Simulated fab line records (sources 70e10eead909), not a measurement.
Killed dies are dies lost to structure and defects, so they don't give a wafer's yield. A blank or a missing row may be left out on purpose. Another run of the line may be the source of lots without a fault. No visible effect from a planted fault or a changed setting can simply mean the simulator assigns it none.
fab line records	flow nandHarc	part 2 of 2: steps 5 to 6 of 6
record lots=23	wafers=69	lastDay=33
route steps=1302 shown A_STAIRCASE@651
lots untouched by any fault: they come from a run of this same line in which no faults occurred
startH: hours from the record's opening day to when the first of the lot's shown wafers began	waitH: time in hours since the lot's previous step	" same as the row above	L1.1+2: several wafers, shown together as one row	- value missing, or start not given	* or withheld: withheld	< > ~ a bound
route shown NAME@n: a module of which the file shows steps, and the number in the route of the first	usual: mean/standard deviation taken from wafers without a fault	same: alike in all rows	chamber/n: place in a boat	sites: per-site readings	_std_site: how widely they spread, as a standard deviation	_edge_site: the outer-site mean with the inner-site mean subtracted	radiusMm: how far each site lies from the wafer's centre	mask NAME#n: copy n	behind: the most recent tool/chamber to have shaped the wafer	hold: the reason the lot was held/the length of the hold in hours/how it ended	device: the n, p or np transistor that did not switch	end of line: the tests these same wafers got at the end of their route	step lacking rows: just its recipe	killed: at the first sort, the dies lost to defects and structure; wafer yield is something else	map: the dies of a wafer, with x for killed, . for not killed, _ for no die there
set.NAME: the run value of the setting; set.NAME@STEP: its run value at that earlier step	model.NAME: the simulator's own value behind a step, which no gauge read
the route's steps for a sample of lots (tables are steps, rows are wafers)
services: a tool's chamber out of use, with start hour (startH, from the record's first day; less than 0 if before it), hours out, and reason
## steps
# step NHARC_A_STAIRCASE_ETCH_197
# recipe targetDepthA=1000	timeS=40.5	ionEnergyEv=400	c4f8FlowSccm=20	o2FlowSccm=10	arFlowSccm=withheld	rfW=600	biasW=1000	chemistry=C4F8/O2
# usual oesProductAu=0.955/0.017	rfVppV=895/4.3
lot.wafer	tool	chamber	startH	waitH	oesProductAu	rfHoursCounterH	rfVppV
L074.1	rieDiel-01	0	-	-	0.957	48	893
L074.3	"	1	"	"	0.966	46	885
L074.4	"	0	"	"	0.965	-	892
L075.4	rieDiel-07	1	-	-	0.932	21	896
L075.3	"	2	"	"	0.943	25	897
L075.6	"	0	"	"	0.933	-	892
L077.1	rieDiel-01	1	-	-	0.960	53	887
L077.2	"	0	"	"	0.964	53	892
L077.5	"	2	"	"	0.969	-	898
L076.2	rieDiel-04	2	-	-	0.971	4	892
L076.1	"	3	"	"	0.968	5	887
L076.3	"	1	"	"	0.981	3	896
L079.2	rieDiel-07	1	-	-	0.945	30	896
L079.3	"	2	"	"	0.959	34	898
L079.5	"	3	"	"	0.971	-	898
L078.2	rieDiel-07	0	-	-	0.931	37	895
L078.3	"	1	"	"	0.938	32	896
L078.6	"	0	"	"	0.939	-	893
L080.3	rieDiel-07	3	-	-	0.947	44	898
L080.1	"	1	"	"	0.942	33	897
L080.6	"	3	"	"	0.949	-	899
L081.1	rieDiel-07	2	-	-	0.962	40	898
L081.3	"	3	"	"	0.960	46	898
L081.5	"	2	"	"	0.978	-	898
L083.4	rieDiel-04	2	-	-	0.949	30	890
L083.2	"	3	"	"	0.947	28	890
L083.5	"	3	"	"	0.955	-	889
L082.4	rieDiel-01	3	-	-	0.945	29	900
L082.1	"	0	"	"	0.935	29	891
L082.5	"	3	"	"	0.930	-	901
L084.4	rieDiel-01	1	-	-	0.938	24	905
L084.1	"	2	"	"	0.935	25	897
L084.3	"	3	"	"	0.942	31	900
L085.3	rieDiel-04	2	-	-	0.968	34	891
L085.4	"	3	"	"	0.968	32	888
L085.2	"	0	"	"	0.968	31	892
L088.3	rieDiel-07	2	-	-	0.985	5	897
L088.1	"	1	"	"	0.950	4	896
L088.5	"	2	"	"	0.976	-	896
L086.4	rieDiel-04	1	-	-	0.961	39	895
L086.1	"	2	"	"	0.968	42	889
L086.5	"	3	"	"	0.981	-	889
L089.2	rieDiel-07	1	-	-	0.925	7	896
L089.5	"	0	"	"	0.931	-	893
L089.6	"	1	"	"	0.922	-	898
L091.2	rieDiel-07	1	-	-	0.938	12	896
L091.6	"	3	"	"	0.951	-	899
L091.5	"	0	"	"	0.956	-	891
L090.1	rieDiel-01	0	-	-	0.944	50	892
L090.4	"	3	"	"	0.964	52	899
L090.5	"	0	"	"	0.946	-	891
L092.3	rieDiel-01	1	-	-	0.958	43	907
L092.5	"	2	"	"	0.955	-	896
L092.6	"	3	"	"	0.964	-	901
L094.2	rieDiel-04	1	-	-	0.961	6	894
L094.1	"	2	"	"	0.934	6	890
L094.3	"	3	"	"	0.932	4	888
L096.2	rieDiel-04	0	-	-	0.956	5	892
L096.4	"	1	"	"	0.958	6	895
L096.5	"	1	"	"	0.952	-	894
L093.3	rieDiel-01	2	-	-	0.936	2	895
L093.1	"	3	"	"	0.939	2	900
L093.2	"	0	"	"	0.935	2	893
L095.4	rieDiel-07	0	-	-	0.936	39	892
L095.2	"	1	"	"	0.953	32	897
L095.5	"	0	"	"	0.945	-	893
L097.1	rieDiel-07	1	-	-	0.958	33	897
L097.5	"	3	"	"	0.981	-	897
L097.6	"	0	"	"	0.992	-	892
# step NHARC_A_STAIRCASE_TRIM_202
# recipe timeS=211.2	o2FlowSccm=500	arFlowSccm=0	biasW=0	chemistry=O2
# usual drypumpMotorCurrentA=5.7/0.53	oesProductAu=1.002/0.0076	rfVppV=57.8/0.81	showerheadPlenumPTorr=3.51/0.12	throttleValvePct=17.037/0.0091
lot.wafer	tool	chamber	startH	waitH	drypumpMotorCurrentA	oesProductAu	rfHoursCounterH	rfVppV	showerheadPlenumPTorr	throttleValvePct
L074.3	rieDiel-01	0	-	-	5.8	0.998	49	57.4	3.43	17.032
L074.1	"	1	"	"	5.1	1.005	47	56.7	3.27	17.044
L074.4	"	0	"	"	5.7	1.007	-	57.8	3.43	17.034
L075.3	rieDiel-07	1	-	-	5.7	0.998	21	57.3	3.54	17.042
L075.4	"	3	"	"	5.4	1.007	29	58.3	3.59	17.026
L075.6	"	2	"	"	6.7	1.008	-	58.0	3.59	17.032
L077.2	rieDiel-01	1	-	-	5.1	1.009	53	56.2	3.27	17.044
L077.1	"	3	"	"	5.1	1.007	50	59.0	3.67	17.036
L077.5	"	1	"	"	5.1	1.011	-	57.0	3.27	17.040
L076.3	rieDiel-04	3	-	-	6.2	1.002	5	57.5	3.34	17.033
L076.1	"	0	"	"	5.6	1.015	5	56.6	3.45	17.035
L076.2	"	1	"	"	5.7	0.999	3	57.4	3.53	17.035
L079.2	rieDiel-07	3	-	-	5.4	1.005	39	57.6	3.59	17.043
L079.3	"	1	"	"	5.7	1.004	31	59.8	3.54	17.016
L079.5	"	3	"	"	5.4	1.002	-	56.5	3.59	17.038
L078.2	rieDiel-07	2	-	-	6.7	1.008	37	57.6	3.58	17.044
L078.3	"	1	"	"	5.7	0.989	33	59.0	3.54	17.045
L078.6	"	3	"	"	5.3	0.998	-	58.8	3.59	17.029
L080.3	rieDiel-07	2	-	-	6.7	0.999	39	57.7	3.58	17.045
L080.1	"	1	"	"	5.7	0.997	34	58.1	3.54	17.031
L080.6	"	3	"	"	5.4	1.004	-	58.4	3.59	17.051
L081.1	rieDiel-07	1	-	-	5.7	1.000	35	57.1	3.54	17.041
L081.3	"	2	"	"	6.6	0.999	41	57.1	3.58	17.047
L081.5	"	2	"	"	6.7	1.011	-	57.4	3.58	17.035
L083.4	rieDiel-04	1	-	-	5.7	0.995	29	58.1	3.51	17.038
L083.2	"	0	"	"	5.5	0.996	28	55.7	3.44	17.037
L083.5	"	2	"	"	5.3	1.003	-	57.6	3.38	17.052
L082.4	rieDiel-01	0	-	-	5.7	0.990	29	56.7	3.41	17.032
L082.1	"	3	"	"	5.2	1.004	29	57.4	3.66	17.043
L082.5	"	0	"	"	5.8	0.996	-	56.9	3.41	17.034
L084.4	rieDiel-01	1	-	-	5.1	0.989	24	58.4	3.79	17.041
L084.3	"	3	"	"	5.1	0.999	31	58.9	3.66	17.032
L084.1	"	0	"	"	5.7	0.985	31	56.5	3.41	17.030
L085.2	rieDiel-04	3	-	-	6.2	0.994	32	55.3	3.32	17.040
L085.4	"	0	"	"	5.5	1.013	32	58.8	3.43	17.046
L085.3	"	2	"	"	5.3	1.002	35	57.7	3.38	17.013
L088.1	rieDiel-07	1	-	-	5.7	0.991	4	57.9	3.52	17.039
L088.3	"	3	"	"	5.4	1.010	8	58.8	3.57	17.039
L088.5	"	2	"	"	6.7	1.009	-	57.6	3.57	17.041
L086.1	rieDiel-04	0	-	-	5.5	1.002	40	57.5	3.43	17.033
L086.4	"	1	"	"	5.7	0.990	40	58.1	3.51	17.036
L086.5	"	3	"	"	6.2	1.003	-	57.0	3.32	17.050
L089.2	rieDiel-07	1	-	-	5.7	1.006	7	58.3	3.52	17.045
L089.5	"	0	"	"	6.3	0.998	-	58.4	3.42	17.035
L089.6	"	1	"	"	5.7	0.994	-	57.9	3.52	17.043
L091.2	rieDiel-07	2	-	-	6.7	1.019	12	57.2	3.57	17.031
L091.5	"	1	"	"	5.7	0.996	-	57.1	3.52	17.036
L091.6	"	2	"	"	6.7	1.011	-	59.4	3.57	17.018
L090.4	rieDiel-01	3	-	-	5.1	1.008	52	58.8	3.64	17.040
L090.1	"	1	"	"	5.1	0.986	34	58.0	3.79	17.047
L090.5	"	2	"	"	5.1	0.994	-	57.5	3.53	17.038
L092.3	rieDiel-01	3	-	-	5.1	1.001	62	57.4	3.64	17.027
L092.5	"	2	"	"	5.1	0.994	-	57.1	3.52	17.028
L092.6	"	3	"	"	5.1	1.015	-	57.0	3.64	17.033
L094.2	rieDiel-04	1	-	-	5.7	1.020	7	58.5	3.50	17.036
L094.1	"	2	"	"	5.3	1.002	6	56.8	3.36	17.035
L094.3	"	3	"	"	6.2	1.000	5	58.8	3.31	17.039
L096.4	rieDiel-04	3	-	-	6.2	1.004	5	57.3	3.31	17.037
L096.2	"	2	"	"	5.3	0.989	6	58.9	3.36	17.041
L096.5	"	0	"	"	5.5	1.004	-	58.1	3.42	17.027
L093.1	rieDiel-01	2	-	-	5.1	0.995	4	57.2	3.52	17.037
L093.2	"	0	"	"	5.7	0.992	6	58.9	3.39	17.031
L093.3	"	1	"	"	5.1	0.997	4	58.3	3.78	17.065
L095.2	rieDiel-07	3	-	-	5.3	1.000	39	56.7	3.55	17.035
L095.4	"	0	"	"	6.3	1.004	39	57.8	3.41	17.026
L095.5	"	3	"	"	5.3	0.995	-	58.2	3.56	17.048
L097.1	rieDiel-07	2	-	-	6.7	1.004	33	58.4	3.55	17.047
L097.6	"	2	"	"	6.7	1.013	-	58.4	3.56	17.032
L097.5	"	3	"	"	5.4	0.991	-	56.8	3.55	17.048
## services
tool	chamber	startH	hours	kind
rieDiel-07	0	352.47	-	clean
rieDiel-07	1	352.47	-	clean
rieDiel-07	2	352.47	-	clean
rieDiel-07	3	352.47	-	clean
rieDiel-04	-	357.29	9.0	pm
rieDiel-01	2	357.92	4.0	repair
rieDiel-07	0	376.97	-	clean
rieDiel-07	1	376.97	-	clean
rieDiel-07	2	376.97	-	clean
rieDiel-07	3	376.97	-	clean
rieDiel-04	1	377.71	4.7	repair
rieDiel-01	-	381.75	9.0	pm
rieDiel-07	1	405.40	4.9	repair
rieDiel-01	3	406.68	5.1	repair
rieDiel-04	2	439.61	1.2	repair
rieDiel-07	-	472.81	9.0	pm
rieDiel-01	1	474.69	16.8	repair
rieDiel-01	0	491.18	4.9	repair
rieDiel-01	2	514.02	7.7	repair
rieDiel-04	0	520.71	8.1	repair
rieDiel-04	-	534.29	9.0	pm
rieDiel-01	-	560.44	9.0	pm
rieDiel-04	0	563.20	2.9	repair
rieDiel-04	2	588.21	18.9	repair
